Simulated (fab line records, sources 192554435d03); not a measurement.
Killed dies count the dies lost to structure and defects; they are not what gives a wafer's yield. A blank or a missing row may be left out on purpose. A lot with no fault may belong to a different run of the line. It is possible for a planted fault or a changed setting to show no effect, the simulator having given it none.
Struck lot and sound lot, side by side	flow n5-finfet	44 steps out of a route of 1938
Sound: these wafers, L992.3, L992.4, L992.6. Struck: wafer L107.4. (L107.6 of the same lot was not struck and is left out.) The cause comes at the end.
Each step with rows lists, per side, the tool, then ch with its chambers, then its first start. Under that, the readings that differ: sound wafers	struck wafers	difference of the means	sigmas: that difference in standard deviations of wafers without a fault.
alike: readings with means less than 2 such deviations apart, plus words and numbers identical on both sides. not compared: withheld readings, readings lacking a value on some wafer, bounds such as >300 that could conceal the same value, and numbers that have no deviation in the record and whose values overlap.
The two part at a step that has a row with sigmas, a row that says differs or no value, or rows on one side only. Non-overlapping numbers with no deviation appear without sigmas and do not part them. A reading that every wafer of one side lacks parts them only if that side has two wafers or more.

first, 1 step without rows for these wafers: N5_BEOL_M8_ALD_77 (deposits TaN, target thk 2 nm, pulse time 2 s, purge time 3 s).
N5_BEOL_M8_SURFACE_TREAT_79:
  struck on pvd-sputter-03, day 16 02:06; sound on pvd-sputter-01, day 12 06:04
  not compared: throttle-valve-pct
then, 5 steps without rows for these wafers: N5_BEOL_M8_CVD_78 (deposits Co from CCTBA/H2, target thk 2 nm, time 142.3 s); N5_BEOL_M8_SPUTTER_48 (material Cu, target thk 10 nm, time 1.667 s); N5_BEOL_M8_ECD_50 (material Cu, target thk 300 nm); N5_BEOL_M8_ANNEAL_51 (time 90 s); N5_BEOL_M8_CMP_52 (polishes, stops on SiCOH lowk, t overpolish 6.9 s, target thk 80 nm).
N5_BEOL_M8_THK_MEAS_53: measures by xrf.
  struck on film-metro-01, day 16 03:47; sound on film-metro-01, day 12 07:17
  alike: M8_THK
then, 1 step without rows for these wafers: N5_BEOL_M8_PRE_CLEAN_55 (time 15 s).
N5_BEOL_M8_DEP_56: deposits SiCN from 3MS/NH3, target thk 10 nm, time 17.5 s.
  sound on pecvd-03 ch 0,1, day 12 07:20; struck on pecvd-04 ch 0, day 16 03:51
  alike: showerhead-plenum-p-Torr, throttle-valve-pct
N5_BEOL_M8_RS_MEAS_57: the measuring method here is four-point-probe.
  struck on film-metro-02, day 16 03:55; sound on film-metro-01, day 12 07:25
  alike: M8_RS
N5_BEOL_M8_INSPECT_58: inspects for defects (darkfield).
  struck on defect-inspect-02, day 16 03:56; sound on defect-inspect-01, day 12 07:26
  alike: raw-defect-count
N5_BEOL_M9_ILD_DEP_00: deposits SiCOH lowk from DEMS/porogen, target thk 308.51 nm, time 58 s.
  sound on pecvd-04 ch 1,2, day 12 07:29; struck on pecvd-01 ch 1, day 16 04:00
reading	sound	struck	difference	sigmas
heater-power-w (W)	343 351 357	202	-148	-3
run-length-s (s)	101.6 101.0 101.0	83.7	-17.5	-27
showerhead-plenum-p-Torr (Torr)	5.762 5.775 5.760	5.716	-0.050	-2
model.SiCOH_lowk_of_BEOL_M9_ILD_DEP_00.thk-nm (nm)	304.2 310.4 308.4	212.8	-94.9	
  alike: throttle-valve-pct
N5_BEOL_M9_CURE_71: cures SiCOH lowk, time 240 s.
  sound on uv-cure-01 ch 0, day 12 07:43; struck on uv-cure-01 ch 0, day 16 04:17
  alike: lamp-power-pct, wafer_temp_C_max
N5_BEOL_M9_THK_MEAS_01:
  struck on film-metro-02, day 16 04:34; sound on film-metro-01, day 12 08:04
reading	sound	struck	difference	sigmas
M9_ILD_THK (nm)	264 269 268	184	-83	-26
N5_BEOL_M9_PECVD_70: deposits SiO2 from TEOS/O2, target thk 20 nm, time 22.7 s.
  sound on pecvd-02 ch 0,1,2, day 12 08:06; struck on pecvd-02 ch 0, day 16 04:37
  alike: heater-power-w, showerhead-plenum-p-Torr, throttle-valve-pct
then, 9 steps without rows for these wafers: N5_BEOL_M9_HM_DEP_02 (deposits TiN, target thk 20 nm); N5_BEOL_M9_COAT_59 (time 60 s, resist thk 100 nm); N5_BEOL_M9_COAT_60 (time 60 s, resist thk 30 nm); N5_BEOL_M9_COAT_05 (resist thk 90 nm); N5_BEOL_M9_EBR_07; N5_BEOL_M9_SOFTBAKE_06 (time 60 s); N5_BEOL_M9_EXPOSE_08 (exposes mask M9); N5_BEOL_M9_PEB_09 (peb time 60 s); N5_BEOL_M9_DEVELOP_10 (develop time 30 s).
N5_BEOL_M9_CD_MEAS_11: target cd 64.1 nm.
  sound on cd-sem-03 ch 0, day 12 09:38; struck on cd-sem-02 ch 0, day 16 06:59
  alike: cd-nm
N5_BEOL_M9_OVL_MEAS_12:
  sound on overlay-02 ch 0, day 12 09:40; struck on overlay-02 ch 0, day 16 07:00
  alike: M9_OVL
N5_BEOL_M9_INSPECT_13: inspects for defects (brightfield).
  struck on defect-inspect-01, day 16 07:02; sound on defect-inspect-01, day 12 09:41
  alike: raw-defect-count
then, 6 steps without rows for these wafers: N5_BEOL_M9_DESCUM_16 (chemistry O2, time 7.9 s); N5_BEOL_M9_ETCH_61 (etches SiARC in CF4, target depth 39 nm, time 65 s); N5_BEOL_M9_ETCH_62 (etches SOC in N2/H2, target depth 110 nm, overetch 22 nm, time 165 s); N5_BEOL_M9_STRIP_68 (strips in N2/H2); N5_BEOL_M9_STRIP_67 (strips in CF4); N5_BEOL_M9_HM_OPEN_17 (chemistry Cl2/BCl3, target TiN, target depth 20 nm, overetch 6 nm).
N5_BEOL_M9_STRIP_19: strips in O2.
  sound on rie-diel-05 ch 0,3, day 12 10:12; struck on rie-diel-03 ch 3, day 16 07:49
reading	sound	struck	difference	sigmas
rf-vpp-V (V)	4.3 2.9 3.2	4.7	+1.2	+2
  alike: drypump-motor-current-A, oes-product-au, showerhead-plenum-p-Torr, throttle-valve-pct
  not compared: rf-hours-counter-h
N5_BEOL_M9_CD_MEAS_18: pitch 140 nm, target cd 70 nm.
  struck on cd-sem-02, day 16 07:53; sound on cd-sem-03, day 12 10:16
  alike: cd-nm
then, 6 steps without rows for these wafers: N5_BEOL_M9_COAT_63 (time 60 s, resist thk 60 nm); N5_BEOL_M9_COAT_64 (time 60 s, resist thk 12 nm); N5_BEOL_M9_COAT_75 (time 60 s, resist thk 5 nm); N5_BEOL_M9_COAT_22 (resist thk 30 nm); N5_BEOL_M9_EBR_24; N5_BEOL_M9_SOFTBAKE_23 (time 60 s).
N5_BEOL_M9_CMP_52: polishes, stops on SiCOH lowk, t overpolish 7 s, target thk 140 nm.
  sound on cmp-02 ch 1,2,3, day 12 13:39; struck on cmp-02 ch 3, day 16 13:25
reading	sound	struck	difference	sigmas
model.SiCOH_lowk_of_BEOL_M9_ILD_DEP_00.thk-nm (nm)	261.2 266.6 265	181	-83	
  alike: clearing-platen-down-force-psi, edge-zone-pressure-frac, motor-current-A, slurry-flow-ml-min
-- record jumps: 3 days separate the struck wafers' starts on either side; left off in module BEOL_M9, taken up again in module PASSIVATION, whose first shown step is the route's number 1936 --
N5_PASSIVATION_PROBE_49:
  struck on prober-02, day 19 06:11; sound on prober-01, day 15 05:23
reading	sound	struck	difference	sigmas
killed-at-other	3 7 6	13	+8	+2
  alike: defect-limited-yield, killed_at_M0_to_M3, killed_at_M4_up, killed-at-contacts, killed-at-front-end, killed-dies, killed-open, killed-short, sort_bin_5_function, sort_bin_6_memory, sort-n-pass, sort-yield-pct

WHERE THEY PART
First at N5_BEOL_M9_ILD_DEP_00; last, within this record, at N5_PASSIVATION_PROBE_49.

WHY: what the simulator had put in
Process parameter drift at N5_BEOL_M9_ILD_DEP_00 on pecvd-01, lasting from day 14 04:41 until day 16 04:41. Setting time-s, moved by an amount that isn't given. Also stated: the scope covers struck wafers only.
